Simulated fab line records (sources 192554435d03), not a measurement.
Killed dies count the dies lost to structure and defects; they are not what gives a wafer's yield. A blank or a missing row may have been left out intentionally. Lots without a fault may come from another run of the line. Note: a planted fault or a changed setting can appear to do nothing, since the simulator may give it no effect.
fab line records -- flow n5-finfet
record: lots: 7, wafers: 21
route steps=1938 shown FIN_SAQP@147 DUMMY_GATE@220 SD_EPI_P@301 SDB@348 MOL_CONTACT_COAG@586
start-h: hours from the record's first day to the start of the lot's first wafer shown -- wait-h: hours elapsed since this lot's preceding step -- " same as the row above -- L1.1+2: one row covering several wafers at once -- - no value, or no start was given -- * or withheld: withheld -- < > ~ a bound
route shown NAME@n: names a module that has steps shown in the file, with the first one's number in the route -- usual: average and standard deviation across the fault-free wafers -- same: alike in all rows -- chamber/n: place in a boat -- sites: each site's reading -- _std_site: their standard deviation -- _edge_site: mean of outer sites minus mean of inner sites -- radius-mm: how far each site lies from the wafer's centre -- mask NAME#n: copy n -- behind: the most recent tool/chamber to have shaped the wafer -- hold: why the lot was held/for how many hours/how that ended -- device: the n, p or np transistor that did not switch -- end of line: the route-end tests of the same wafers -- a step given without rows: its recipe and nothing more -- killed: count of dies lost to structure and defects at first sort (not the wafer's yield) -- map: shows each die of a wafer: x if killed, . if not, _ if none is there
set.NAME: the setting as run; set.NAME@STEP: as run at that earlier step -- model.NAME: the simulator's own value behind a step, which no gauge read
lots whose settings were changed on purpose; a table a step, a row a wafer
== steps ==
step: N5_FIN_SAQP_FIN_ETCH_36
recipe: chemistry: HBr/Cl2/O2, target-depth-a: 1200, mask-material: SiNx, time-s: 50.4, bias-w: 102, pressure-mtorr: 10, icp-w: 800, HBr_flow_sccm: 150, Cl2_flow_sccm: 80, O2_flow_sccm: 12
usual: oes-product-au: 1.002/0.015
lot.wafer,tool,chamber,start-h,wait-h,set.icp-w,oes-product-au,model.etch.depth-nm,model.FIN_SAQP.feature-depth-nm
L075.2,rie-si-06,1,32.09,0.0,800,0.997,119.7,119.6
L075.4,rie-si-06,3,32.09,0.0,800,0.990,118.6,118.6
L075.6,rie-si-06,0,32.09,0.0,800,1.018,118.8,118.8
L077.2,rie-si-06,2,44.63,0.0,800,0.988,120.5,120.6
L077.3,rie-si-06,1,44.63,0.0,710.3,0.962,112.9,113
L077.6,rie-si-06,2,44.63,0.0,710.3,0.962,115.4,115.4
L085.3,rie-si-06,1,94.55,0.0,702.5,0.961,112.6,112.6
L085.4,rie-si-06,3,94.55,0.0,800,1.006,119.4,119.4
L085.6,rie-si-06,0,94.55,0.0,702.5,0.977,112.3,112.4
L087.2,rie-si-02,3,106.26,0.0,800,1.010,117.8,117.8
L087.3,rie-si-02,0,106.26,0.0,800,0.995,119.9,120
L087.6,rie-si-02,1,106.26,0.0,800,0.989,117.9,117.8
L090.2,rie-si-04,1,123.95,0.0,800,1.038,123.2,123.2
L090.5,rie-si-04,3,123.95,0.0,708.9,0.957,113.3,113.4
L090.6,rie-si-04,1,123.95,0.0,708.9,0.984,115.5,115.6
L094.2,rie-si-06,1,146.90,0.0,800,0.994,118.6,118.6
L094.3,rie-si-06,0,146.90,0.0,925.1,1.067,128.9,128.8
L094.6,rie-si-06,0,146.90,0.0,925.1,1.075,129.2,129.2
L096.1,rie-si-06,1,159.06,0.0,800,0.982,117.7,117.6
L096.2,rie-si-06,2,159.06,0.0,762.6,0.966,117.8,117.8
L096.4,rie-si-06,3,159.06,0.0,762.6,0.972,115.4,115.4
step: N5_FIN_SAQP_PRECLEAN_38
recipe: chemistry: O3/DIW, time-s: 45, temp-c: 22, o3-ppm: 10
step: N5_FIN_SAQP_PRECLEAN_45
recipe: chemistry: dHF, time-s: 10, dilution: 500:1, temp-c: 25
step: N5_FIN_SAQP_SRD_39
recipe: dry: ipa-marangoni, time-s: 30, temp-c: 23, rinse-liquid: diw
step: N5_FIN_SAQP_OCD_MEAS_76
usual: trench-depth-nm: 119.4/1.5
lot.wafer,tool,chamber,start-h,wait-h,set.icp-w@FIN_SAQP_FIN_ETCH_36,trench-depth-nm
L075.2,ocd-02,-,32.31,0.0,800,119.7
L075.4,ocd-02,-,32.31,0.0,800,118.4
L075.6,ocd-02,-,32.31,0.0,800,118.5
L077.2,ocd-01,-,44.85,0.0,800,121.0
L077.3,ocd-01,-,44.85,0.0,710.3,112.4
L077.6,ocd-01,-,44.85,0.0,710.3,115.5
L085.3,ocd-01,-,94.77,0.0,702.5,112.8
L085.4,ocd-01,-,94.77,0.0,800,118.8
L085.6,ocd-01,-,94.77,0.0,702.5,112.9
L087.2,ocd-02,-,106.49,0.0,800,117.6
L087.3,ocd-02,-,106.49,0.0,800,119.4
L087.6,ocd-02,-,106.49,0.0,800,118.0
L090.2,ocd-02,-,124.17,0.0,800,123.3
L090.5,ocd-02,-,124.17,0.0,708.9,113.1
L090.6,ocd-02,-,124.17,0.0,708.9,115.4
L094.2,ocd-02,-,147.12,0.0,800,119.1
L094.3,ocd-02,-,147.12,0.0,925.1,128.7
L094.6,ocd-02,-,147.12,0.0,925.1,128.8
L096.1,ocd-01,-,159.28,0.0,800,117.4
L096.2,ocd-01,-,159.28,0.0,762.6,117.8
L096.4,ocd-01,-,159.28,0.0,762.6,115.6
step: N5_DUMMY_GATE_HM_DEP_06
recipe: material: SiNx, target-thk-a: 800, precursor: DCS/NH3, temp-c: 700, pressure-mtorr: 300, time-s: 5141
lot.wafer,tool,chamber,start-h,wait-h,set.time-s,model.SiNx_of_DUMMY_GATE_HM_DEP_06.thk-nm
L075.2,lpcvd-01,0/70,47.13,0.0,5141,79
L075.4,lpcvd-01,0/79,47.13,0.0,5141,79.2
L075.6,lpcvd-01,0/89,47.13,0.0,5141,79.8
L077.2+6,-,-,-,0.0,5734,89.2
L077.3,-,-,-,0.0,5734,88.6
L085.3,-,-,-,0.0,4925,76.4
L085.4,-,-,-,0.0,4925,77.8
L085.6,-,-,-,0.0,4925,76.6
L087.2,-,-,-,0.0,4538,71.8
L087.3,-,-,-,0.0,4538,71.6
L087.6,-,-,-,0.0,4538,72
L090.2+6,-,-,-,0.0,5844,91.6
L090.5,-,-,-,0.0,5844,90.6
L094.2,-,-,-,0.0,5516,87.2
L094.3,-,-,-,0.0,5516,87
L094.6,-,-,-,0.0,5516,87.4
L096.1,-,-,-,0.0,4934,77.4
L096.2,-,-,-,0.0,4934,77
L096.4,-,-,-,0.0,4934,76.8
step: N5_DUMMY_GATE_COAT_35
recipe: resist: SiARC, temp-c: 220, time-s: 60, spin-rpm: 1500, resist-thk-nm: 10
lot.wafer,tool,chamber,start-h,wait-h,set.spin-rpm,model.SiARC_of_DUMMY_GATE_COAT_35.thk-nm
L075.2+4+6,litho-track-05,0,-,-,1500,10
L077.2+3,litho-track-03,0,-,-,1500,10
L077.6,litho-track-03,0,-,-,1606,9.6
L085.3+6,litho-track-01,0,-,-,1392,10.4
L085.4,litho-track-01,0,-,-,1500,10
L087.2+6,litho-track-03,0,-,-,1500,10
L087.3,litho-track-03,0,-,-,1643,9.6
L090.2,litho-track-01,0,-,-,1640,9.6
L090.5+6,litho-track-01,0,-,-,1500,10
L094.2,litho-track-05,0,-,-,1433,10.2
L094.3+6,litho-track-05,0,-,-,1500,10
L096.1+2+4,litho-track-05,0,-,-,1500,10
step: N5_DUMMY_GATE_COAT_28
recipe: resist: underlayer, temp-c: 205, time-s: 60, spin-rpm: 1500, resist-thk-nm: 10
step: N5_DUMMY_GATE_COAT_09
recipe: resist: CAR-EUV, spin-rpm: 1500, resist-thk-nm: 30
step: N5_DUMMY_GATE_ETCH_29
recipe: chemistry: N2/H2, target: underlayer, target-depth-a: 130, ion-energy-ev: 200, pressure-mtorr: 30, source-w: 840, bias-w: 150, n2-flow-sccm: 200, h2-flow-sccm: 200
step: N5_DUMMY_GATE_ETCH_36
recipe: chemistry: CF4, target: SiARC, target-depth-a: 130, pressure-mtorr: 40, source-w: 545, bias-w: 36, Ar_flow_sccm: 100, cf4-flow-sccm: 100, ion-energy-ev: 80
step: N5_DUMMY_GATE_ETCH_37
recipe: chemistry: N2/H2, target: SOC, target-depth-a: 600, overetch-a: 300, temp-c: 40, ion-energy-ev: 200, pressure-mtorr: 30, source-w: 840, bias-w: 150, n2-flow-sccm: 200, h2-flow-sccm: 200
lot.wafer,tool,chamber,start-h,wait-h,set.spin-rpm@DUMMY_GATE_COAT_35,model.SiARC_of_DUMMY_GATE_COAT_35.thk-nm
L075.2+4,rie-diel-05,3,51.70,0.0,1500,5
L075.6,rie-diel-05,1,51.70,0.0,1500,5.2
L077.2+3,rie-diel-02,"3,2",65.27,0.0,1500,5
L077.6,rie-diel-02,0,65.27,0.0,1606,4.8
L085.3,rie-diel-05,1,120.20,0.0,1392,5.6
L085.4,rie-diel-05,0,120.20,0.0,1500,5
L085.6,rie-diel-05,0,120.20,0.0,1392,5.4
L087.2+6,rie-diel-05,"3,2",125.43,0.0,1500,5
L087.3,rie-diel-05,2,125.43,0.0,1643,4.6
L090.2,rie-diel-02,2,145.64,0.0,1640,4.6
L090.5+6,rie-diel-02,"2,3",145.64,0.0,1500,5
L094.2,rie-diel-02,1,166.07,0.0,1433,5.2
L094.3+6,rie-diel-02,"2,3",166.07,0.0,1500,5
L096.1+2+4,rie-diel-02,"2,1,3",179.68,0.0,1500,5
step: N5_SD_EPI_P_PEB_07
recipe: peb-temp-c: 110, peb-time-s: 60, resist: CAR-ArF-block
lot.wafer,tool,chamber,start-h,wait-h,set.peb-time-s
L075.2+4+6,litho-track-05,0,59.06,0.0,60
L077.2+6,litho-track-01,0,72.41,0.0,60
L077.3,litho-track-01,0,72.41,0.0,71.87
L085.3+4+6,litho-track-04,0,128.12,0.0,60
L087.2,litho-track-04,0,131.70,0.0,60
L087.3+6,litho-track-04,0,131.70,0.0,49.83
L090.2,litho-track-01,0,153.83,0.0,55.83
L090.5+6,litho-track-01,0,153.83,0.0,60
L094.2+3+6,litho-track-05,0,172.75,0.0,70.55
L096.1+2,litho-track-01,0,188.49,0.1,72.48
L096.4,litho-track-01,0,188.49,0.1,60
step: N5_SD_EPI_P_DEVELOP_08
recipe: develop-time-s: 30, developer: TMAH, resist: CAR-ArF-block, dev-temp-c: 23, rinse-liquid: diw, dry: air-spin
step: N5_SD_EPI_P_CD_MEAS_09
recipe: target-cd-nm: 240, landing-energy-ev: 500, detector: se-inlens
usual: cd-nm: 239.9/0.56
lot.wafer,tool,chamber,start-h,wait-h,set.peb-time-s@SD_EPI_P_PEB_07,cd-nm
L075.2,cd-sem-02,0,59.12,-,60,238.8
L075.4,cd-sem-02,0,59.12,-,60,240.4
L075.6,cd-sem-02,0,59.12,-,60,240.6
L077.2,cd-sem-02,0,72.48,-,60,239.9
L077.3,cd-sem-02,0,72.48,-,71.87,245.7
L077.6,cd-sem-02,0,72.48,-,60,240.2
L085.3,cd-sem-03,0,128.19,-,60,241.0
L085.4,cd-sem-03,0,128.19,-,60,241.6
L085.6,cd-sem-03,0,128.19,-,60,241.0
L087.2,cd-sem-03,0,131.77,-,60,239.9
L087.3,cd-sem-03,0,131.77,-,49.83,232.7
L087.6,cd-sem-03,0,131.77,-,49.83,232.9
L090.2,cd-sem-02,0,153.90,-,55.83,237.7
L090.5,cd-sem-02,0,153.90,-,60,239.9
L090.6,cd-sem-02,0,153.90,-,60,239.4
L094.2,cd-sem-02,0,172.82,-,70.55,246.1
L094.3,cd-sem-02,0,172.82,-,70.55,245.5
L094.6,cd-sem-02,0,172.82,-,70.55,245.9
L096.1,cd-sem-02,0,188.56,-,72.48,246.7
L096.2,cd-sem-02,0,188.56,-,72.48,246.1
L096.4,cd-sem-02,0,188.56,-,60,239.7
step: N5_SD_EPI_P_DESCUM_14
recipe: chemistry: O2, time-s: 7.9, source-power-w: 50, bias-power-w: 20, pressure-mtorr: 20, rf-frequency-hz: 2.712e+07, temp-c: 40, resist: CAR-ArF-block, o2-flow-sccm: 225
lot.wafer,tool,chamber,start-h,wait-h,set.peb-time-s@SD_EPI_P_PEB_07,model.SD_EPI_P.cd-nm
L075.2,rie-diel-03,1,59.36,0.2,60,239.2
L075.4,rie-diel-03,0,59.36,0.2,60,240
L075.6,rie-diel-03,0,59.36,0.2,60,240.4
L077.2+6,rie-diel-05,1,72.57,0.0,60,240
L077.3,rie-diel-05,2,72.57,0.0,71.87,245.8
L085.3+6,rie-diel-02,"1,0",128.74,0.5,60,240.8
L085.4,rie-diel-02,3,128.74,0.5,60,241.4
L087.2,rie-diel-03,2,131.93,0.1,60,239.8
L087.3,rie-diel-03,3,131.93,0.1,49.83,232.4
L087.6,rie-diel-03,2,131.93,0.1,49.83,233
L090.2,rie-diel-05,1,154.12,0.2,55.83,237.8
L090.5,rie-diel-05,0,154.12,0.2,60,240
L090.6,rie-diel-05,1,154.12,0.2,60,239.6
L094.2,rie-diel-03,3,172.91,0.0,70.55,246
L094.3,rie-diel-03,0,172.91,0.0,70.55,245.2
L094.6,rie-diel-03,2,172.91,0.0,70.55,245.6
L096.1,rie-diel-03,1,188.65,0.0,72.48,246.2
L096.2,rie-diel-03,2,188.65,0.0,72.48,246
L096.4,rie-diel-03,0,188.65,0.0,60,239.6
step: N5_SD_EPI_P_ETCH_36
recipe: chemistry: CF4, target: SiARC, target-depth-a: 455, mask-material: CAR-ArF-block, time-s: 75.8, ion-energy-ev: 80, pressure-mtorr: 40, source-w: 545, bias-w: 36, Ar_flow_sccm: 100, cf4-flow-sccm: 100, ends: cleared
step: N5_SD_EPI_P_ETCH_37
recipe: chemistry: N2/H2, target: SOC, overetch-a: 1080, mask-material: SiARC, temp-c: 40, ion-energy-ev: 100, source-w: 3000, bias-w: 133, pressure-mtorr: 20, time-s: 486, n2-flow-sccm: 200, h2-flow-sccm: 200, ends: end-point
step: N5_SD_EPI_P_ETCH_16
recipe: chemistry: CHF3/O2, target: SiO2, target-depth-a: 50, mask-material: SOC, pressure-mtorr: 30, source-w: 650, bias-w: 170, Ar_flow_sccm: 200, CHF3_flow_sccm: 50, O2_flow_sccm: 5, ion-energy-ev: 200
step: N5_SD_EPI_P_STRIP_50
recipe: chemistry: CHF3/O2, resist: SiARC, rf-frequency-hz: 6e+07
step: N5_SD_EPI_P_SD_RECESS_17
recipe: chemistry: HBr/Cl2/O2, target-depth-a: 391, bt-time-s: 3, pressure-mtorr: 10, icp-w: 800, bias-w: 112, HBr_flow_sccm: 150, Cl2_flow_sccm: 80, O2_flow_sccm: 12
lot.wafer,tool,chamber,start-h,wait-h,set.peb-time-s@SD_EPI_P_PEB_07,model.SD_EPI_P.cd-nm
L075.2+4,rie-si-01,"3,2",60.04,0.0,60,239.8
L075.6,rie-si-01,2,60.04,0.0,60,240.2
L077.2,rie-si-05,0,73.25,0.0,60,240.8
L077.3,rie-si-05,1,73.25,0.0,71.87,245.6
L077.6,rie-si-05,0,73.25,0.0,60,240.6
L085.3,rie-si-01,0,129.42,0.0,60,239.4
L085.4,rie-si-01,2,129.42,0.0,60,240.8
L085.6,rie-si-01,3,129.42,0.0,60,239.6
L087.2,rie-si-01,0,132.62,0.0,60,240.2
L087.3+6,rie-si-01,"2,3",132.62,0.0,49.83,232.6
L090.2,rie-si-05,0,154.81,0.0,55.83,239.2
L090.5,rie-si-05,2,154.81,0.0,60,240.2
L090.6,rie-si-05,1,154.81,0.0,60,240.6
L094.2+6,rie-si-03,"3,2",173.59,0.0,70.55,246.6
L094.3,rie-si-03,1,173.59,0.0,70.55,245.6
L096.1+2,rie-si-03,"2,3",189.33,0.0,72.48,247
L096.4,rie-si-03,0,189.33,0.0,60,240.2
step: N5_SDB_COAT_03
recipe: resist: SOC, temp-c: 250, time-s: 60, spin-rpm: 1500, resist-thk-nm: 100
lot.wafer,tool,chamber,start-h,wait-h,set.spin-rpm,model.SOC_of_SDB_COAT_03.thk-nm
L075.2,litho-track-02,0,71.99,0.1,1500,100.2
L075.4,litho-track-02,0,71.99,0.1,1500,100
L075.6,litho-track-02,0,71.99,0.1,1500,99.8
L077.2+6,litho-track-03,0,85.93,0.1,1642,95.6
L077.3,litho-track-03,0,85.93,0.1,1500,100.2
L085.3+6,litho-track-03,0,141.79,0.1,1578,97.6
L085.4,litho-track-03,0,141.79,0.1,1500,100.2
L087.2,litho-track-02,0,144.97,0.1,1342,106
L087.3,litho-track-02,0,144.97,0.1,1342,105.8
L087.6,litho-track-02,0,144.97,0.1,1500,100
L090.2,litho-track-05,0,167.07,0.1,1422,103.4
L090.5,litho-track-05,0,167.07,0.1,1500,100.6
L090.6,litho-track-05,0,167.07,0.1,1500,100.2
L094.2+3,litho-track-02,0,183.92,0.1,1559,97.8
L094.6,litho-track-02,0,183.92,0.1,1500,99.4
L096.1,litho-track-03,0,200.36,0.1,1500,100
L096.2+4,litho-track-03,0,200.36,0.1,1500,99.8
step: N5_SDB_COAT_04
recipe: resist: SiARC, temp-c: 220, time-s: 60, spin-rpm: 1500, resist-thk-nm: 18
step: N5_SDB_COAT_05
recipe: resist: CAR-ArF, spin-rpm: 1500, resist-thk-nm: 90
step: N5_SDB_DESCUM_16
recipe: chemistry: O2, time-s: 7.9, source-power-w: 50, bias-power-w: 20, pressure-mtorr: 20, rf-frequency-hz: 2.712e+07, temp-c: 40, resist: CAR-ArF, o2-flow-sccm: 225
step: N5_SDB_ETCH_17
recipe: chemistry: CF4, target: SiARC, target-depth-a: 234, mask-material: CAR-ArF, time-s: 39, ion-energy-ev: 80, pressure-mtorr: 40, source-w: 545, bias-w: 36, Ar_flow_sccm: 100, cf4-flow-sccm: 100, ends: cleared
step: N5_SDB_ETCH_18
recipe: chemistry: N2/H2, target: SOC, target-depth-a: 1000, overetch-a: 200, mask-material: SiARC, temp-c: 40, time-s: 150, ion-energy-ev: 200, pressure-mtorr: 30, source-w: 840, bias-w: 150, n2-flow-sccm: 200, h2-flow-sccm: 200
lot.wafer,tool,chamber,start-h,wait-h,set.spin-rpm@SDB_COAT_03,model.etch.depth-nm
L075.2,rie-diel-01,2,72.65,0.0,1500,100.2
L075.4,rie-diel-01,1,72.65,0.0,1500,100
L075.6,rie-diel-01,1,72.65,0.0,1500,99.87
L077.2,rie-diel-06,1,86.46,0.0,1642,95.58
L077.3,rie-diel-06,2,86.46,0.0,1500,100.1
L077.6,rie-diel-06,3,86.46,0.0,1642,95.68
L085.3,rie-diel-04,3,142.32,0.0,1578,97.55
L085.4,rie-diel-04,0,142.32,0.0,1500,100.3
L085.6,rie-diel-04,3,142.32,0.0,1578,97.65
L087.2,rie-diel-01,2,145.50,0.0,1342,105.9
L087.3,rie-diel-01,3,145.50,0.0,1342,105.8
L087.6,rie-diel-01,1,145.50,0.0,1500,100.1
L090.2,rie-diel-04,0,167.59,0.0,1422,103.3
L090.5,rie-diel-04,1,167.59,0.0,1500,100.6
L090.6,rie-diel-04,2,167.59,0.0,1500,100.2
L094.2,rie-diel-04,3,184.66,0.0,1559,97.88
L094.3,rie-diel-04,2,184.66,0.0,1559,97.89
L094.6,rie-diel-04,3,184.66,0.0,1500,99.46
L096.1,rie-diel-01,1,200.97,0.0,1500,100
L096.2,rie-diel-01,0,200.97,0.0,1500,99.72
L096.4,rie-diel-01,2,200.97,0.0,1500,99.81
step: N5_SDB_STRIP_19
recipe: chemistry: N2/H2, temp-c: 40, n2-flow-sccm: 200, h2-flow-sccm: 200, rf-frequency-hz: 6e+07
step: N5_SDB_STRIP_21
recipe: chemistry: CF4, resist: SiARC, power-w: 300, bias-power-w: 75, pressure-mtorr: 50, cf4-flow-sccm: 150, rf-frequency-hz: 6e+07
step: N5_SDB_HM_OPEN_20
recipe: chemistry: CH3F/O2, target: SiNx, mask-material: SOC, target-depth-a: 240, stop-on: poly-Si, over-etch-frac: 0.4, ion-energy-ev: 120, pressure-mtorr: 30, source-w: 395, bias-w: 73, Ar_flow_sccm: 150, CH3F_flow_sccm: 30, O2_flow_sccm: 20
step: N5_SDB_STRIP_22
recipe: chemistry: N2/H2, power-w: 1000, temp-c: 250, h2-frac: 0.65, overash-fraction: 0.3, pressure-mtorr: withheld, n2-flow-sccm: 1750, h2-flow-sccm: 3250
usual: strip-time-to-endpoint-s: 96.4/0.33
lot.wafer,tool,chamber,start-h,wait-h,set.spin-rpm@SDB_COAT_03,strip-time-to-endpoint-s
L075.2,plasma-asher-01,1,72.89,0.1,1500,96.4
L075.4,plasma-asher-01,1,72.89,0.1,1500,96.6
L075.6,plasma-asher-01,1,72.89,0.1,1500,96.4
L077.2,plasma-asher-01,1,86.70,0.1,1642,92.2
L077.3,plasma-asher-01,0,86.70,0.1,1500,96.4
L077.6,plasma-asher-01,0,86.70,0.1,1642,92.5
L085.3,plasma-asher-02,1,142.60,0.1,1578,93.9
L085.4,plasma-asher-02,0,142.60,0.1,1500,96.8
L085.6,plasma-asher-02,0,142.60,0.1,1578,94.0
L087.2,plasma-asher-02,1,145.74,0.1,1342,101.7
L087.3,plasma-asher-02,0,145.74,0.1,1342,101.4
L087.6,plasma-asher-02,1,145.74,0.1,1500,96.0
L090.2,plasma-asher-02,1,167.83,0.1,1422,99.3
L090.5,plasma-asher-02,1,167.83,0.1,1500,96.9
L090.6,plasma-asher-02,0,167.83,0.1,1500,96.1
L094.2,plasma-asher-02,0,184.90,0.1,1559,94.2
L094.3,plasma-asher-02,1,184.90,0.1,1559,94.2
L094.6,plasma-asher-02,1,184.90,0.1,1500,95.7
L096.1,plasma-asher-01,0,201.20,0.1,1500,96.1
L096.2,plasma-asher-01,1,201.20,0.1,1500,95.7
L096.4,plasma-asher-01,0,201.20,0.1,1500,96.3
step: N5_MOL_CONTACT_COAG_VIA_ETCH_46
recipe: chemistry: C4F6/O2, target-depth-a: 460, overetch-a: 92, mask-material: SOC, target: SiO2, bias-w: 455, pressure-mtorr: 10, time-s: 40, source-w: 325, Ar_flow_sccm: 300, C4F6_flow_sccm: 10, O2_flow_sccm: 10, ion-energy-ev: 575.3, ends: end-point
usual: rf-vpp-V: 1578/10
lot.wafer,tool,chamber,start-h,wait-h,set.bias-w,rf-vpp-V
L075.2,rie-diel-04,1,105.33,0.0,455,1581
L075.4,rie-diel-04,0,105.33,0.0,455,1577
L075.6,rie-diel-04,0,105.33,0.0,455,1575
L077.2,rie-diel-01,0,118.51,0.0,455,1581
L077.3,rie-diel-01,3,118.51,0.0,455,1568
L077.6,rie-diel-01,2,118.51,0.0,455,1587
L085.3,rie-diel-01,2,175.64,0.0,522.6,1757
L085.4,rie-diel-01,0,175.64,0.0,455,1582
L085.6,rie-diel-01,3,175.64,0.0,455,1569
L087.2,rie-diel-06,2,177.18,0.0,402.3,1430
L087.3,rie-diel-06,3,177.18,0.0,455,1578
L087.6,rie-diel-06,0,177.18,0.0,402.3,1449
L090.2,rie-diel-04,3,204.44,0.0,455,1582
L090.5,rie-diel-04,2,204.44,0.0,455,1590
L090.6,rie-diel-04,3,204.44,0.0,455,1583
L094.2,rie-diel-06,3,215.62,0.0,455,1577
L094.3,rie-diel-06,0,215.62,0.0,455,1591
L094.6,rie-diel-06,0,215.62,0.0,410.7,1474
L096.1,rie-diel-04,1,233.55,0.0,455,1580
L096.2,rie-diel-04,2,233.55,0.0,455,1591
L096.4,rie-diel-04,3,233.55,0.0,455,1584
step: N5_MOL_CONTACT_COAG_COAT_64
recipe: resist: underlayer, temp-c: 205, time-s: 60, spin-rpm: 1500, resist-thk-nm: 10
lot.wafer,tool,chamber,start-h,wait-h,set.spin-rpm
L075.2+4+6,litho-track-03,0,-,-,1500
L077.2+3+6,litho-track-03,0,-,-,1500
L085.3+4,litho-track-03,0,-,-,1500
L085.6,litho-track-03,0,-,-,1395
L087.2+3+6,litho-track-03,0,-,-,1500
L090.2+5+6,litho-track-02,0,-,-,1500
L094.2+3,litho-track-02,0,-,-,1379
L094.6,litho-track-02,0,-,-,1500
L096.1+2+4,litho-track-04,0,-,-,1500
step: N5_MOL_CONTACT_COAG_COAT_34
recipe: resist: CAR-EUV, spin-rpm: 1500, resist-thk-nm: 40
step: N5_MOL_CONTACT_COAG_EBR_36
recipe: solvent: PGMEA, ebr-width-mm: 1.5
step: N5_MOL_CONTACT_COAG_DESCUM_45
recipe: chemistry: O2, time-s: 7, source-power-w: 50, bias-power-w: 20, pressure-mtorr: 20, rf-frequency-hz: 2.712e+07, temp-c: 40, resist: CAR-EUV, o2-flow-sccm: 225
step: N5_MOL_CONTACT_COAG_ETCH_65
recipe: chemistry: N2/H2, target: underlayer, target-depth-a: 130, mask-material: CAR-EUV, time-s: 10.4, ion-energy-ev: 200, pressure-mtorr: 30, source-w: 840, bias-w: 150, n2-flow-sccm: 200, h2-flow-sccm: 200, ends: cleared
lot.wafer,tool,chamber,start-h,wait-h,set.spin-rpm@MOL_CONTACT_COAG_COAT_64,model.etch.depth-nm
L075.2,rie-diel-06,1,106.15,0.0,1500,9.98
L075.4,rie-diel-06,3,106.15,0.0,1500,10
L075.6,rie-diel-06,1,106.15,0.0,1500,9.969
L077.2,rie-diel-01,2,119.32,0.0,1500,9.937
L077.3,rie-diel-01,0,119.32,0.0,1500,9.939
L077.6,rie-diel-01,0,119.32,0.0,1500,9.947
L085.3,rie-diel-06,1,176.58,0.0,1500,9.995
L085.4,rie-diel-06,3,176.58,0.0,1500,9.987
L085.6,rie-diel-06,3,176.58,0.0,1395,10.34
L087.2,rie-diel-06,2,178.13,0.0,1500,10.01
L087.3,rie-diel-06,3,178.13,0.0,1500,9.955
L087.6,rie-diel-06,1,178.13,0.0,1500,9.963
L090.2,rie-diel-06,2,205.25,0.0,1500,10.06
L090.5,rie-diel-06,0,205.25,0.0,1500,10.04
L090.6,rie-diel-06,3,205.25,0.0,1500,10.01
L094.2+3,rie-diel-06,"0,2",216.54,0.0,1379,10.46
L094.6,rie-diel-06,0,216.54,0.0,1500,10.01
L096.1+2+4,rie-diel-04,"1,3,2",234.48,0.0,1500,10.06
== key ==
split: step: N5_FIN_SAQP_FIN_ETCH_36, setting: icp-w, stated: 800, by: wafer
response: step: N5_FIN_SAQP_FIN_ETCH_36, reading: oes-product-au, change: +0.00413, per: 1%, r: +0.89
response: step: N5_FIN_SAQP_FIN_ETCH_36, reading: model.etch.depth-nm, change: +0.63, per: 1%, r: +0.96
response: step: N5_FIN_SAQP_FIN_ETCH_36, reading: model.FIN_SAQP.feature-depth-nm, change: +0.63, per: 1%, r: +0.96
response: step: N5_FIN_SAQP_OCD_MEAS_76, reading: trench-depth-nm, change: +0.609, per: 1%, r: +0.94
split: step: N5_DUMMY_GATE_HM_DEP_06, setting: time-s, stated: 5141, by: lot
response: step: N5_DUMMY_GATE_HM_DEP_06, reading: model.SiNx_of_DUMMY_GATE_HM_DEP_06.thk-nm, change: +0.783, per: 1%, r: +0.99
split: step: N5_DUMMY_GATE_COAT_35, setting: spin-rpm, stated: 1500, by: wafer
response: step: N5_DUMMY_GATE_COAT_35, reading: model.SiARC_of_DUMMY_GATE_COAT_35.thk-nm, change: -0.0472, per: 1%, r: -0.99
response: step: N5_DUMMY_GATE_ETCH_37, reading: model.SiARC_of_DUMMY_GATE_COAT_35.thk-nm, change: -0.0449, per: 1%, r: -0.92
split: step: N5_SD_EPI_P_PEB_07, setting: peb-time-s, stated: 60, by: wafer
response: step: N5_SD_EPI_P_CD_MEAS_09, reading: cd-nm, change: +0.332, per: 1%, r: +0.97
response: step: N5_SD_EPI_P_DESCUM_14, reading: model.SD_EPI_P.cd-nm, change: +0.331, per: 1%, r: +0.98
response: step: N5_SD_EPI_P_SD_RECESS_17, reading: model.SD_EPI_P.cd-nm, change: +0.324, per: 1%, r: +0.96
split: step: N5_SDB_COAT_03, setting: spin-rpm, stated: 1500, by: wafer
response: step: N5_SDB_COAT_03, reading: model.SOC_of_SDB_COAT_03.thk-nm, change: -0.522, per: 1%, r: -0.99
response: step: N5_SDB_ETCH_18, reading: model.etch.depth-nm, change: -0.515, per: 1%, r: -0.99
response: step: N5_SDB_STRIP_22, reading: strip-time-to-endpoint-s, change: *, per: 1%, r: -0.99
split: step: N5_MOL_CONTACT_COAG_VIA_ETCH_46, setting: bias-w, stated: 455, by: wafer
response: step: N5_MOL_CONTACT_COAG_VIA_ETCH_46, reading: rf-vpp-V, change: +12, per: 1%, r: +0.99
split: step: N5_MOL_CONTACT_COAG_COAT_64, setting: spin-rpm, stated: 1500, by: wafer
response: step: N5_MOL_CONTACT_COAG_ETCH_65, reading: model.etch.depth-nm, change: -0.0537, per: 1%, r: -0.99
